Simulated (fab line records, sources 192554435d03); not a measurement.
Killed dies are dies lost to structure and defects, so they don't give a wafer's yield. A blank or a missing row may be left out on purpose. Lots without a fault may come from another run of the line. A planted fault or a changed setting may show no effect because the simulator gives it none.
fab line records | flow n5_finfet | part 1 of 2: steps 1 to 42 of 44
record lots=5 wafers=14 last_day=17
route steps=1938 shown BEOL_M0@739 BEOL_M1@751 BEOL_M4@1111 PASSIVATION@1936
lots that met no fault: from a run of the same line without faults
start_h: hours from the record's first day to the start of the lot's first wafer shown | wait_h: hours since the lot's step before | " the same as in the row above | L1.1+2: a row that stands for several wafers | - no value, or no start given | * or withheld: withheld | < > ~ a bound
route shown NAME@n: a module of which the file shows steps, and the number in the route of the first | usual: mean/standard deviation of fault-free wafers | same: alike in all rows | chamber/n: place in a boat | sites: the reading at each site | _std_site: their standard deviation | _edge_site: outer sites' mean less inner sites' | radius_mm: how far each site lies from the wafer's centre | mask NAME#n: copy n | behind: the tool/chamber that last shaped the wafer | hold: why the lot was held/for how many hours/how that ended | device: the transistor (n, p or np) that didn't switch | end of line: the same wafers' tests at the end of the route | a step without rows: its recipe alone | killed: dies lost to structure and defects at the first sort, not the wafer's yield | map: a wafer's dies, x killed, . not, _ none there
set.NAME: the setting as run; set.NAME@STEP: as run at that earlier step | model.NAME: the simulator's own value behind a step, which no gauge read
lots at some steps of the route; a table a step, a row a wafer
services: from which hour (start_h, from the record's first day; less than 0 if before it) a tool's chamber was out of use, for how many hours, and why
## steps
# step N5_BEOL_M0_ANNEAL_135
# recipe temp_c=400 time_s=60 ambient=vacuum
# usual heater_power_w=813/71 susceptor_temp_C_max=400.8/0.38
# columns lot.wafer tool chamber start_h wait_h heater_power_w susceptor_temp_C_max
L864.1 pvd_sputter-02 - 139.22 0.0 799 400.5
L864.2 " - " " 769 400.1
L864.4 " - " " 702 400.8
L868.2 pvd_sputter-03 - 147.47 0.0 902 401.2
L868.5 " - " " 796 401.0
L879.1 pvd_sputter-01 - 210.85 0.0 843 401.5
L879.3 " - " " 787 400.4
L879.4 " - " " 780 400.9
L880.2 pvd_sputter-02 - 219.86 0.0 786 400.9
L880.5 " - " " 711 401.4
L880.6 " - " " 776 400.9
L883.3 pvd_sputter-02 - 236.15 0.0 692 401.2
L883.5 " - " " 780 400.3
L883.6 " - " " 711 400.7
# step N5_BEOL_M0_SPUTTER_141
# recipe material=Cu target_thk_a=40 temp_c=-20 chamber_pressure_pa=0.07 power_w=withheld time_s=7.37
# step N5_BEOL_M0_ECD_118
# recipe material=Cu target_thk_a=3000
# step N5_BEOL_M0_ANNEAL_119
# recipe temp_c=225 time_s=90 ambient=N2
# step N5_BEOL_M0_CMP_120
# recipe stop_on=SiOC t_overpolish_s=6.9 down_force_psi=1 platen_rpm=50 clearing_platen_down_force_psi=1.5 clearing_platen_rpm=50 post_cmp_clean=cu_alkaline clearing_platen_pad_velocity_m_s=0.99484 pad_velocity_m_s=0.99484
# step N5_BEOL_M0_PRE_CLEAN_131
# recipe gas=NH3/H2 time_s=15 temp_c=* rf_power_w=300
# usual heater_power_w=83/8.7
# columns lot.wafer tool chamber start_h wait_h heater_power_w
L864.1 cvd_co-02 1 140.60 0.0 62
L864.2 " 2 " " 89
L864.4 " 2 " " 89
L868.2 cvd_co-02 1 149.79 0.0 62
L868.5 " 2 " " 87
L879.1 cvd_co-02 1 211.72 0.0 64
L879.3 " 0 " " 87
L879.4 " 2 " " 90
L880.2 cvd_co-01 1 220.73 0.0 88
L880.5 " 0 " " 84
L880.6 " 2 " " 88
L883.3 cvd_co-01 0 237.65 0.0 85
L883.5 " 2 " " 91
L883.6 " 0 " " 83
# step N5_BEOL_M0_CO_CAP_123
# recipe material=Co target_thk_a=20 temp_c=200 precursor=CCTBA/H2 pressure_torr=30 time_s=102.1
# step N5_BEOL_M0_PRE_CLEAN_124
# recipe gas=NH3 time_s=15 temp_c=withheld rf_power_w=300
# step N5_BEOL_M0_DEP_125
# recipe material=SiCN target_thk_a=80 temp_c=withheld precursor=3MS/NH3 pressure_torr=3 rf_w=202 time_s=14
# step N5_BEOL_M0_RS_MEAS_126
# recipe thk_meas_gauge=four-point-probe reads=Co_of_BEOL_M0_CO_CAP_123+Cu_of_BEOL_M0_ECD_118+Co_of_BEOL_M0_CVD_115+TaN_of_BEOL_M0_ALD_136
# usual M0_RS=0.536/0.021
# columns lot.wafer tool chamber start_h wait_h M0_RS[ohm/sq]
L864.1 film_metro-01 - 140.87 0.0 0.528
L864.2 " - " " 0.556
L864.4 " - " " 0.527
L868.2 film_metro-01 - 150.01 0.1 0.629
L868.5 " - " " 0.543
L879.1 film_metro-02 - 211.95 0.0 0.544
L879.3 " - " " 0.525
L879.4 " - " " 0.499
L880.2 film_metro-02 - 220.99 0.1 0.515
L880.5 " - " " 0.526
L880.6 " - " " 0.508
L883.3 film_metro-01 - 237.88 0.1 0.518
L883.5 " - " " 0.502
L883.6 " - " " 0.509
# step N5_BEOL_M0_INSPECT_127
# recipe inspect_instrument=darkfield mode=post_dep
# usual raw_defect_count=77/28
# columns lot.wafer tool chamber start_h wait_h raw_defect_count
L864.1 defect_inspect-01 - 140.90 0.0 76
L864.2 " - " " 69
L864.4 " - " " 49
L868.2 defect_inspect-02 - 150.04 0.0 68
L868.5 " - " " 88
L879.1 defect_inspect-02 - 211.97 0.0 158
L879.3 " - " " 94
L879.4 " - " " 124
L880.2 defect_inspect-02 - 221.01 0.0 82
L880.5 " - " " 111
L880.6 " - " " 60
L883.3 defect_inspect-01 - 237.90 0.0 41
L883.5 " - " " 42
L883.6 " - " " 43
# step N5_BEOL_M1_ILD_DEP_00
# recipe material=SiOC target_thk_a=790 temp_c=350 precursor=DEMS/O2 pressure_torr=5 rf_w=500 time_s=15.3
# usual heater_power_w=514/68 showerhead_plenum_p_Torr=5.694/0.016 throttle_valve_pct=12.0/0.59
# columns lot.wafer tool chamber start_h wait_h heater_power_w showerhead_plenum_p_Torr throttle_valve_pct model.SiOC_of_BEOL_M1_ILD_DEP_00.thk_nm
L864.1 pecvd-03 2 140.94 0.0 450 5.695 11.3 78.4
L864.2 " 0 " " 598 5.715 12.9 78
L864.4 " 2 " " 446 5.714 11.2 79.2
L868.2 pecvd-03 2 150.08 0.0 440 5.712 11.1 78.2
L868.5 " 0 " " 575 5.699 12.7 76
L879.1 pecvd-02 0 212.01 0.0 507 5.709 11.8 77.6
L879.3 " 1 " " 461 5.693 12.4 80.4
L879.4 " 0 " " 508 5.697 12.0 78.2
L880.2 pecvd-04 2 221.05 0.0 418 5.667 11.1 79
L880.5 " 0 " " 536 5.705 11.8 78.6
L880.6 " 1 " " 569 5.691 12.1 78.8
L883.3 pecvd-02 1 237.94 0.0 476 5.699 12.8 80
L883.5 " 0 " " 487 5.713 11.9 78.6
L883.6 " 1 " " 462 5.699 12.6 80
# step N5_BEOL_M1_THK_MEAS_01
# recipe reads=SiOC_of_BEOL_M1_ILD_DEP_00
# usual M1_ILD_THK=78.3/1
# columns lot.wafer tool chamber start_h wait_h M1_ILD_THK[nm]
L864.1 film_metro-02 - 141.00 0.0 78.5
L864.2 " - " " 77.9
L864.4 " - " " 79.2
L868.2 film_metro-02 - 150.14 0.1 78.1
L868.5 " - " " 76.0
L879.1 film_metro-01 - 212.09 0.1 77.6
L879.3 " - " " 80.4
L879.4 " - " " 78.2
L880.2 film_metro-02 - 221.12 0.1 79.0
L880.5 " - " " 78.5
L880.6 " - " " 78.7
L883.3 film_metro-01 - 238.01 0.1 80.0
L883.5 " - " " 78.6
L883.6 " - " " 80.0
# step N5_BEOL_M1_PECVD_72
# recipe material=SiO2 target_thk_a=160 temp_c=400 precursor=TEOS/O2 pressure_torr=5.5 rf_w=450 teos_flow_sccm=53.8 gas=O2 flow_sccm=3000 time_s=18
# step N5_BEOL_M1_HM_DEP_02
# recipe material=TiN target_thk_a=200 temp_c=25 chamber_pressure_pa=0.49996
# step N5_BEOL_M1_COAT_61
# recipe resist=SOC temp_c=250 time_s=60 spin_rpm=1500 resist_thk_nm=60
# step N5_BEOL_M1_COAT_62
# recipe resist=SiARC temp_c=220 time_s=60 spin_rpm=1500 resist_thk_nm=12
# step N5_BEOL_M1_COAT_73
# recipe resist=underlayer temp_c=205 time_s=60 spin_rpm=1500 resist_thk_nm=5
# step N5_BEOL_M1_COAT_05
# recipe resist=CAR-EUV spin_rpm=1500 resist_thk_nm=30
# step N5_BEOL_M1_EBR_07
# recipe solvent=PGMEA ebr_width_mm=1.5
# step N5_BEOL_M1_SOFTBAKE_06
# recipe temp_c=110 time_s=60 resist=CAR-EUV
# step N5_BEOL_M1_EXPOSE_08
# recipe mask_id=M1 na=0.33 source_shape=dipole sigma_inner=0.369 sigma_outer=0.767 polarization=unpolarized dose_mj=33
# step N5_BEOL_M1_PEB_09
# recipe peb_temp_c=100 peb_time_s=60 resist=CAR-EUV
# step N5_BEOL_M1_DEVELOP_10
# recipe develop_time_s=30 developer=TMAH resist=CAR-EUV rinse_liquid=surfactant_rinse dry=air_spin dev_temp_c=23
# step N5_BEOL_M1_CD_MEAS_11
# recipe target_cd_nm=17.05 landing_energy_ev=500 detector=se_inlens polarity=opening
# usual cd_nm=17.04/0.21
# columns lot.wafer tool chamber start_h wait_h cd_nm
L864.1 cd_sem-01 0 143.29 - 16.85
L864.2 " 0 " " 16.84
L864.4 " 0 " " 16.68
L868.2 cd_sem-01 0 151.01 - 17.32
L868.5 " 0 " " 17.08
L879.1 cd_sem-02 0 215.24 - 16.96
L879.3 " 0 " " 16.83
L879.4 " 0 " " 16.93
L880.2 cd_sem-03 0 222.15 - 16.92
L880.5 " 0 " " 16.93
L880.6 " 0 " " 17.00
L883.3 cd_sem-02 0 239.38 - 17.39
L883.5 " 0 " " 16.95
L883.6 " 0 " " 16.88
# step N5_BEOL_M1_OVL_MEAS_12
# recipe points_per_wafer=522
# usual M1_OVL=-0.5/0.77
# columns lot.wafer tool chamber start_h wait_h M1_OVL[nm]
L864.1 overlay-01 0 143.32 0.0 -0.2
L864.2 " 0 " " -1.0
L864.4 " 0 " " -1.2
L868.2 overlay-01 0 151.05 0.0 -0.2
L868.5 " 0 " " -0.9
L879.1 overlay-01 0 215.27 0.0 0.4
L879.3 " 0 " " 1.3
L879.4 " 0 " " 1.9
L880.2 overlay-02 0 222.19 0.0 -1.7
L880.5 " 0 " " -1.3
L880.6 " 0 " " -1.8
L883.3 overlay-01 0 239.42 0.0 0.3
L883.5 " 0 " " -0.1
L883.6 " 0 " " 0.8
# step N5_BEOL_M1_INSPECT_13
# recipe mode=adi inspect_instrument=brightfield
# usual raw_defect_count=420/90
# columns lot.wafer tool chamber start_h wait_h raw_defect_count
L864.1 defect_inspect-01 - 143.38 0.1 460
L864.2 " - " " 400
L864.4 " - " " 468
L868.2 defect_inspect-01 - 151.11 0.1 439
L868.5 " - " " 374
L879.1 defect_inspect-02 - 215.32 0.1 469
L879.3 " - " " 464
L879.4 " - " " 515
L880.2 defect_inspect-01 - 222.24 0.0 415
L880.5 " - " " 530
L880.6 " - " " 355
L883.3 defect_inspect-02 - 239.47 0.0 359
L883.5 " - " " 311
L883.6 " - " " 342
# step N5_BEOL_M1_DESCUM_16
# recipe chemistry=O2 time_s=7 source_power_w=50 bias_power_w=20 pressure_mtorr=20 rf_frequency_hz=2.712e+07 temp_c=40 resist=CAR-EUV o2_flow_sccm=225
# usual chamber_pressure_mTorr=20.00/0.039 drypump_motor_current_A=5.6/0.48 oes_product_au=0.81/0.084 rf_vpp_V=243.5/1.6 showerhead_plenum_p_Torr=2.11/0.09 throttle_valve_pct=20.51/0.19
# columns lot.wafer tool chamber start_h wait_h chamber_pressure_mTorr drypump_motor_current_A oes_product_au rf_hours_counter_h rf_vpp_V showerhead_plenum_p_Torr throttle_valve_pct
L864.1 rie_diel-05 1 143.44 0.1 19.99 6.3 0.71 187 243.3 2.09 20.77
L864.2 " 3 " " 20.03 5.9 0.89 34 244.4 2.22 20.27
L864.4 " 0 " " 20.01 5.4 0.70 215 242.4 1.97 20.46
L868.2 rie_diel-05 2 151.39 0.3 19.99 5.5 0.83 80 243.1 2.03 20.51
L868.5 " 2 " " 20.00 5.5 0.83 - 242.8 2.03 20.50
L879.1 rie_diel-04 0 215.36 0.0 20.00 4.8 0.89 16 244.9 2.23 20.26
L879.3 " 2 " " 19.99 6.1 0.84 49 246.0 2.20 20.53
L879.4 " 1 " " 20.00 5.2 0.70 235 241.8 2.05 20.43
L880.2 rie_diel-02 1 223.24 1.0 20.00 5.1 0.90 24 241.9 2.04 20.42
L880.5 " 1 " " 20.00 5.1 0.89 - 242.4 2.04 20.44
L880.6 " 2 " " 19.99 5.8 0.85 - 244.9 2.22 20.36
L883.3 rie_diel-04 3 239.50 0.0 19.99 6.2 0.77 139 241.7 2.03 20.86
L883.5 " 3 " " 20.01 6.2 0.77 - 242.8 2.03 20.88
L883.6 " 0 " " 19.99 4.8 0.89 - 244.6 2.23 20.29
# step N5_BEOL_M1_ETCH_74
# recipe chemistry=N2/H2 target=underlayer target_depth_a=65 mask_material=CAR-EUV time_s=5.2 ion_energy_ev=200 pressure_mtorr=30 source_w=840 bias_w=150 n2_flow_sccm=200 h2_flow_sccm=200 ends=cleared
# usual chamber_pressure_mTorr=30.00/0.04 drypump_motor_current_A=5.7/0.48 etch_rf_on_time_s=5.19/0.12 n2_flow_sccm=200.0/0.59 oes_product_au=0.69/0.076 rf_vpp_V=524/3.1 showerhead_plenum_p_Torr=2.57/0.11 throttle_valve_pct=17.99/0.21
# columns lot.wafer tool chamber start_h wait_h chamber_pressure_mTorr drypump_motor_current_A etch_rf_on_time_s n2_flow_sccm oes_product_au rf_hours_counter_h rf_vpp_V showerhead_plenum_p_Torr throttle_valve_pct
L864.1 rie_diel-05 1 143.47 0.0 30.03 6.3 5.50 201.3 0.59 187 525 2.55 18.28
L864.2 " 3 " " 30.03 6.0 5.17 200.0 0.75 34 529 2.71 17.71
L864.4 " 0 " " 29.96 5.4 5.19 199.9 0.60 215 519 2.43 18.20
L868.2 rie_diel-05 2 151.42 0.0 30.02 5.5 5.17 200.5 0.69 80 523 2.47 17.88
L868.5 " 2 " " 29.98 5.5 5.17 200.4 0.71 - 522 2.47 17.87
L879.1 rie_diel-04 0 215.39 0.0 29.94 4.8 5.13 200.0 0.77 16 527 2.72 17.65
L879.3 " 2 " " 29.99 6.2 5.18 199.2 0.72 49 528 2.69 18.07
L879.4 " 1 " " 30.12 5.2 5.41 199.7 0.58 235 524 2.50 17.87
L880.2 rie_diel-02 1 223.27 0.0 30.01 5.1 4.96 201.1 0.78 24 525 2.49 17.94
L880.5 " 1 " " 30.01 5.1 4.98 199.3 0.80 - 520 2.49 17.93
L880.6 " 2 " " 29.97 5.9 5.13 200.4 0.74 - 528 2.70 17.87
L883.3 rie_diel-04 3 239.53 0.0 29.99 6.2 5.19 199.1 0.65 139 520 2.47 18.33
L883.5 " 3 " " 29.95 6.2 5.21 200.5 0.66 - 524 2.46 18.32
L883.6 " 0 " " 29.98 4.8 5.11 200.0 0.76 - 530 2.71 17.67
# step N5_BEOL_M1_ETCH_63
# recipe chemistry=CF4 target=SiARC target_depth_a=156 mask_material=CAR-EUV time_s=26 ion_energy_ev=80 pressure_mtorr=40 source_w=545 bias_w=36 Ar_flow_sccm=100 cf4_flow_sccm=100 ends=cleared
# step N5_BEOL_M1_ETCH_64
# recipe chemistry=N2/H2 target=SOC target_depth_a=750 overetch_a=150 mask_material=SiARC temp_c=40 time_s=112.5 ion_energy_ev=200 pressure_mtorr=30 source_w=840 bias_w=150 n2_flow_sccm=200 h2_flow_sccm=200
# step N5_BEOL_M1_STRIP_65
# recipe chemistry=N2/H2 temp_c=40 n2_flow_sccm=200 h2_flow_sccm=200 rf_frequency_hz=6e+07
# step N5_BEOL_M1_STRIP_75
# recipe chemistry=N2/H2 temp_c=40 n2_flow_sccm=200 h2_flow_sccm=200 rf_frequency_hz=6e+07
# step N5_BEOL_M1_STRIP_66
# recipe chemistry=CF4 resist=SiARC power_w=300 bias_power_w=75 pressure_mtorr=50 cf4_flow_sccm=150 rf_frequency_hz=6e+07
# step N5_BEOL_M1_HM_OPEN_17
# recipe chemistry=Cl2/BCl3 target_depth_a=200 overetch_a=60 target=TiN mask_material=SOC ion_energy_ev=150 pressure_mtorr=10 icp_w=1000 bias_w=126 Cl2_flow_sccm=53.25 bcl3_flow_sccm=21.75 Ar_flow_sccm=25
# usual chamber_pressure_mTorr=10.000/0.0083 drypump_motor_current_A=5.56/0.26 he_backside_leak_sccm=3.42/0.16 mfc_ar_sccm=24.99/0.071 oes_product_au=0.65/0.1 throttle_valve_pct=22.2/0.33
# columns lot.wafer tool chamber start_h wait_h chamber_pressure_mTorr drypump_motor_current_A he_backside_leak_sccm mfc_ar_sccm oes_product_au rf_hours_counter_h throttle_valve_pct
L864.1 rie_metal-01 1 143.69 0.0 10.001 5.36 3.40 24.86 0.58 69 22.5
L864.2 " 0 " " 9.997 5.61 3.28 25.00 0.75 10 22.0
L864.4 " 0 " " 9.993 5.60 3.40 24.96 0.76 - 22.0
L868.2 rie_metal-01 0 151.63 0.0 10.003 5.53 3.49 24.99 0.76 10 21.9
L868.5 " 1 " " 9.994 5.37 3.27 24.92 0.58 - 22.6
L879.1 rie_metal-02 1 215.61 0.0 9.990 5.89 3.64 25.01 0.52 114 22.6
L879.3 " 1 " " 9.993 5.91 3.62 25.04 0.53 - 22.6
L879.4 " 1 " " 10.001 5.89 3.68 25.10 0.52 - 22.6
L880.2 rie_metal-02 1 223.52 0.1 10.012 5.89 3.27 25.07 0.52 - 22.6
L880.5 " 1 " " 10.015 5.93 3.54 25.06 0.52 - 22.6
L880.6 " 1 " " 9.999 5.92 3.39 25.08 0.52 - 22.6
L883.3 rie_metal-01 1 239.78 0.1 9.993 5.37 3.35 24.93 0.57 - 22.6
L883.5 " 0 " " 10.009 5.56 3.67 25.00 0.73 - 22.0
L883.6 " 1 " " 10.015 5.37 3.29 24.91 0.58 - 22.6
# step N5_BEOL_M1_STRIP_19
# recipe chemistry=O2 power_w=400 temp_c=40 pressure_mtorr=30 rf_frequency_hz=6e+07 bias_power_w=0 overash_fraction=0.2 o2_flow_sccm=225
# step N5_BEOL_M1_CD_MEAS_18
# recipe pitch_nm=36 target_cd_nm=18
# usual cd_nm=18.0/0.31
# columns lot.wafer tool chamber start_h wait_h cd_nm
L864.1 cd_sem-01 - 144.03 0.0 17.9
L864.2 " - " " 17.3
L864.4 " - " " 17.7
L868.2 cd_sem-01 - 151.83 0.1 18.3
L868.5 " - " " 18.3
L879.1 cd_sem-01 - 215.88 0.0 17.9
L879.3 " - " " 18.2
L879.4 " - " " 17.3
L880.2 cd_sem-02 - 223.77 0.1 18.1
L880.5 " - " " 18.4
L880.6 " - " " 18.3
L883.3 cd_sem-01 - 239.94 0.1 18.0
L883.5 " - " " 17.7
L883.6 " - " " 18.0
# step N5_BEOL_M1_COAT_67
# recipe resist=SOC temp_c=250 time_s=60 spin_rpm=1500 resist_thk_nm=60
# step N5_BEOL_M1_COAT_68
# recipe resist=SiARC temp_c=220 time_s=60 spin_rpm=1500 resist_thk_nm=12
# step N5_BEOL_M1_COAT_76
# recipe resist=underlayer temp_c=205 time_s=60 spin_rpm=1500 resist_thk_nm=5
# step N5_BEOL_M1_COAT_22
# recipe resist=CAR-EUV spin_rpm=1500 resist_thk_nm=30
# step N5_BEOL_M1_CMP_52
# recipe stop_on=SiOC t_overpolish_s=6.8 down_force_psi=1 platen_rpm=50 clearing_platen_down_force_psi=1.5 clearing_platen_rpm=50 post_cmp_clean=cu_alkaline target_thk_nm=40 clearing_platen_pad_velocity_m_s=0.99484 pad_velocity_m_s=0.99484
# usual barrier_field_endpoint_s=24.6/0.68 motor_current_A=6.0/0.73 overpolish_run_s=6.800/0.0085 time_to_endpoint_s=62/3.8
# columns lot.wafer tool chamber start_h wait_h barrier_field_endpoint_s motor_current_A overpolish_run_s time_to_endpoint_s model.SiOC_of_BEOL_M1_ILD_DEP_00.thk_nm
L864.2 cmp-02 2 153.57 0.2 24.0 5.8 6.800 58 77
L864.1 " 3 " " 24.2 5.4 6.772 56 77.4
L864.4 " 1 " " 23.6 7.8 6.795 56 78.2
L868.2 cmp-02 3 162.15 0.2 24.3 5.5 6.813 60 77.2
L868.5 " 3 " " 24.1 5.3 6.805 54 75
L879.4 cmp-04 2 234.10 0.2 26.6 5.5 6.800 70 77.2
L879.1 " 3 " " 24.2 6.9 6.795 61 76.6
L879.3 " 0 " " 25.2 6.5 6.797 68 79.4
L880.2 cmp-01 1 239.27 0.3 24.6 5.1 6.801 63 78
L880.5 " 2 " " 24.7 6.7 6.793 59 77.6
L880.6 " 3 " " 25.6 6.3 6.796 64 77.8
L883.3 cmp-02 1 246.83 0.3 23.7 7.5 6.792 60 79
L883.6 " 2 " " 24.9 5.8 6.784 63 79
L883.5 " 3 " " 24.1 5.2 6.798 59 77.6
## key
first_sign none at tools or gauges
model_effect step=N5_BEOL_M1_ILD_DEP_00 value=SiOC_of_BEOL_M1_ILD_DEP_00.thk_nm without=78.4 struck=76
model_effect step=N5_BEOL_M1_CMP_52 value=SiOC_of_BEOL_M1_ILD_DEP_00.thk_nm without=77.4 struck=75
met_at N5_BEOL_M1_ILD_DEP_00
struck_wafers L868.5
onset_between 140.94 150.08
fault kind=process_parameter_drift tool=pecvd-03 chamber=- onset_h=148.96 steps=N5_BEOL_M1_ILD_DEP_00 channel=time_s offset=* shape=step end_h=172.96 scope=struck_wafers_only acts_in=* stated=*
